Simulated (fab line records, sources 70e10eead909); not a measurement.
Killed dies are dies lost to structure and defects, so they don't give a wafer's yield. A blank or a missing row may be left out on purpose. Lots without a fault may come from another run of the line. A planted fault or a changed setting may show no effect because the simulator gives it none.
Which tool did it? | flow nand_harc | 14 lots, 42 wafers sampled, at 5 steps of a route of 1302

WHAT THE GAUGES READ, wafer by wafer
NHARC_A_CHANNEL_HOLE_D1_CD_MEAS_30.
lot  | measured     | on        | cd_nm (nm)
L554 | day 9 05:57  | cd_sem-01 | 93.8 89.7 90.5
L553 | day 9 06:21  | cd_sem-01 | 91.0 89.6 88.0
L552 | day 9 09:40  | cd_sem-03 | 89.7 90.7 89.9
L555 | day 9 23:26  | cd_sem-01 | 89.6 89.9 89.6
L556 | day 10 06:53 | cd_sem-01 | 87.5 89.5 88.8
L557 | day 11 02:47 | cd_sem-03 | 89.6 90.2 90.6
L558 | day 11 04:43 | cd_sem-01 | 91.8 91.1 91.9
L559 | day 12 06:14 | cd_sem-03 | 93.7 91.0 92.3
L562 | day 12 13:30 | cd_sem-03 | 93.0 90.3 90.6
L564 | day 13 15:40 | cd_sem-01 | 88.1 91.5 90.3
L566 | day 14 19:18 | cd_sem-02 | 90.7 90.2 91.2
L568 | day 15 10:35 | cd_sem-02 | 88.4 89.2 88.8
L572 | day 16 20:45 | cd_sem-02 | 89.0 88.7 92.0
L573 | day 17 23:28 | cd_sem-03 | 91.0 89.0 90.7

NHARC_A_ONON_D2_THK_MEAS_05: measures by ellipsometry.
lot  | measured     | on            | thk_nm (nm)
L554 | day 12 17:49 | film_metro-01 | 1005 1006 1005
L553 | day 12 17:59 | film_metro-01 | 998 998 999
L552 | day 13 04:34 | film_metro-02 | 979 978 977
L555 | day 13 14:52 | film_metro-01 | 1012 1010 1009
L556 | day 13 14:56 | film_metro-02 | 1005 1005 1003
L557 | day 14 16:29 | film_metro-02 | 1000 999 1000
L558 | day 14 16:31 | film_metro-01 | 1017 1016 1016
L559 | day 16 01:02 | film_metro-01 | 998 997 998
L562 | day 16 01:47 | film_metro-02 | 991 989 990
L564 | day 17 10:02 | film_metro-01 | 993 994 994
L566 | day 18 07:29 | film_metro-02 | 1003 1002 1002
L568 | day 19 07:56 | film_metro-01 | 1010 1008 1010
L572 | day 20 13:10 | film_metro-01 | 1651 1650 1650
L573 | day 21 17:04 | film_metro-01 | 1655 1655 1656

NHARC_END_SORT_01.
lot  | measured     | on        | killed_at_array | killed_at_other | killed_at_periphery | killed_dies | killed_open | killed_short
L572 | day 31 19:32 | prober-02 | 676 670 670     | 0 1 0           | 1 6 7               | 677 677 677 | 2 6 1       | 2 3 5
L573 | day 34 12:41 | prober-01 | 670 666 666     | 0 2 1           | 7 9 10              | 677 677 677 | 2 2 2       | 1 3 2

WHICH TOOL RAN EACH LOT (tool, then ch and the chambers of the sampled wafers, then the start)
lot  | NHARC_A_DECK1_JOINT_DEP_16      | NHARC_A_ONON_D2_DEP_03
L554 | pecvd-03 ch 1,2, day 12 16:21   | pecvd_onon-03 ch 0, day 12 17:18
L553 | pecvd-03 ch 0,1, day 12 16:31   | pecvd_onon-04 ch 0, day 12 17:32
L552 | pecvd-04 ch 0,2, day 13 03:09   | pecvd_onon-03 ch 0, day 13 04:10
L555 | pecvd-01 ch 0,1,2, day 13 13:28 | pecvd_onon-03 ch 0, day 13 14:25
L556 | pecvd-04 ch 0,2, day 13 13:28   | pecvd_onon-04 ch 0, day 13 14:25
L557 | pecvd-03 ch 0,1, day 14 15:02   | pecvd_onon-03 ch 0, day 14 16:02
L558 | pecvd-04 ch 0,1,2, day 14 15:02 | pecvd_onon-01 ch 0, day 14 16:01
L559 | pecvd-04 ch 0,1, day 15 23:34   | pecvd_onon-01 ch 0, day 16 00:30
L562 | pecvd-01 ch 1,2, day 16 00:16   | pecvd_onon-01 ch 0, day 16 01:17
L564 | pecvd-03 ch 0,1, day 17 08:38   | pecvd_onon-01 ch 0, day 17 09:32
L566 | pecvd-03 ch 0,1,2, day 18 05:47 | pecvd_onon-04 ch 0, day 18 06:59
L568 | pecvd-01 ch 0,2, day 19 06:28   | pecvd_onon-04 ch 0, day 19 07:25
L572 | pecvd-01 ch 0,1,2, day 20 11:43 | pecvd_onon-04 ch 0, day 20 12:40
L573 | pecvd-03 ch 1,2, day 21 15:39   | pecvd_onon-04 ch 0, day 21 16:40
- NHARC_A_DECK1_JOINT_DEP_16: deposits SiO2, target thk 45 nm.
- NHARC_A_ONON_D2_DEP_03: target thk 1000 nm.

WHAT THE TOOLS THEMSELVES READ (means of the sampled wafers that have a number; where no wafer has one, the mark that the record gives instead)
NHARC_A_DECK1_JOINT_DEP_16.
lot  | tool     | heater_power_w (W) | throttle_valve_pct (%)
L554 | pecvd-03 | 580                | 16.0
L553 | pecvd-03 | 515                | 16.5
L552 | pecvd-04 | 462                | 16.8
L555 | pecvd-01 | 546                | 15.8
L556 | pecvd-04 | 498                | 16.8
L557 | pecvd-03 | 492                | 16.3
L558 | pecvd-04 | 553                | 16.3
L559 | pecvd-04 | 649                | 15.7
L562 | pecvd-01 | 537                | 15.7
L564 | pecvd-03 | 505                | 16.4
L566 | pecvd-03 | 425                | 16.1
L568 | pecvd-01 | 533                | 15.6
L572 | pecvd-01 | 564                | 15.8
L573 | pecvd-03 | 456                | 15.9

THE ANSWER, worked out from the rows above alone
Rule: what is usual is taken from the lots themselves. Put in order of their means at a reading, lots are off if they are a third of the lots or fewer, leave a main group of 4 or more, and stand apart from it by a gap of 3 or more times the standard deviation of the main group's means; of several such gaps the widest counts. A main group whose means are all the same, to the digits that the tables above print for the reading, isn't used. A lot without any number at a reading at which 4 lots or more have one is off too. The other lots that the step has rows for count as sound. The gauges are gone through in route order, then the tools' own readings, and for those a lot's mean is taken as printed above. The first step at which some lot is off is used, and at that step the reading that is off furthest; a lot without a number counts as furthest.
Off: L572, L573, at NHARC_A_ONON_D2_THK_MEAS_05 (thk_nm). The main group: mean 1000 nm, standard deviation 9.8.
A tool fits if, at a process step before that reading, it ran every lot that is off, and no sound lot after the first of them. The gauges at NHARC_A_ONON_D2_THK_MEAS_05 are tried like those tools. Can't be told from this: 2 tools fit, pecvd_onon-04 at NHARC_A_ONON_D2_DEP_03, film_metro-01 at NHARC_A_ONON_D2_THK_MEAS_05.

WHAT THE SIMULATOR HAD PUT IN
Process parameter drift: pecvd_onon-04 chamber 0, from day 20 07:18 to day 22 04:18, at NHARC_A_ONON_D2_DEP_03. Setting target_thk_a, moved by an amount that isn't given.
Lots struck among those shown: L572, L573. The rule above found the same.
